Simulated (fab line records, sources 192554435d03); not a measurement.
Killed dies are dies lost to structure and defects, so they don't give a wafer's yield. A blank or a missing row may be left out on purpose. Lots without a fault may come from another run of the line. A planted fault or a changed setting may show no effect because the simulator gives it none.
Chamber matching | flow n5_finfet | N5_GATE_CUT_HM_OPEN_40 on rie_diel-01: 4 sister chambers
The step chemistry C4F6/O2, target SiO2, target depth 139 nm, time 85.1 s. 4 wafers are shown with their chamber, then 9 later ones without.

WAFERS WITH THEIR CHAMBER
wafer  | chamber | throttle_valve_pct (%)
L080.1 | 3       | 20.90
L087.6 | 1       | 21.05
L089.3 | 0       | 20.51
L089.5 | 2       | 21.16

WAFERS WITHOUT THEIR CHAMBER
wafer  | throttle_valve_pct (%)
L090.1 | 20.52
L090.2 | 20.61
L090.4 | 21.15
L093.1 | 20.54
L093.3 | 21.18
L093.5 | 21.18
L097.1 | 20.54
L097.3 | 21.18
L097.5 | 20.54

WHICH CHAMBER EACH WENT THROUGH
wafer  | from the rows above | in truth
L090.1 | 0                   | 0
L090.2 | 0                   | 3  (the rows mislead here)
L090.4 | 2                   | 2
L093.1 | 0                   | 0
L093.3 | 2                   | 2
L093.5 | 2                   | 2
L097.1 | 0                   | 0
L097.3 | 2                   | 2
L097.5 | 0                   | 0
Placed correctly: 8 of 9. Can't be placed from these rows: 0. Placed wrongly: 1.
How it was worked out, from the rows above alone: a wafer's distance from a chamber is the root of the sum, over the readings, of the square of ((its reading less the chamber's mean) divided by the reading's scatter). The wafer belongs to the nearest chamber; if the next one is less than 2 further off, it can't be placed. A chamber's mean is the mean of its shown wafers. The scatter: with one shown wafer a chamber, the root of the mean of the squares of how far each hidden wafer lies from its nearest shown one.
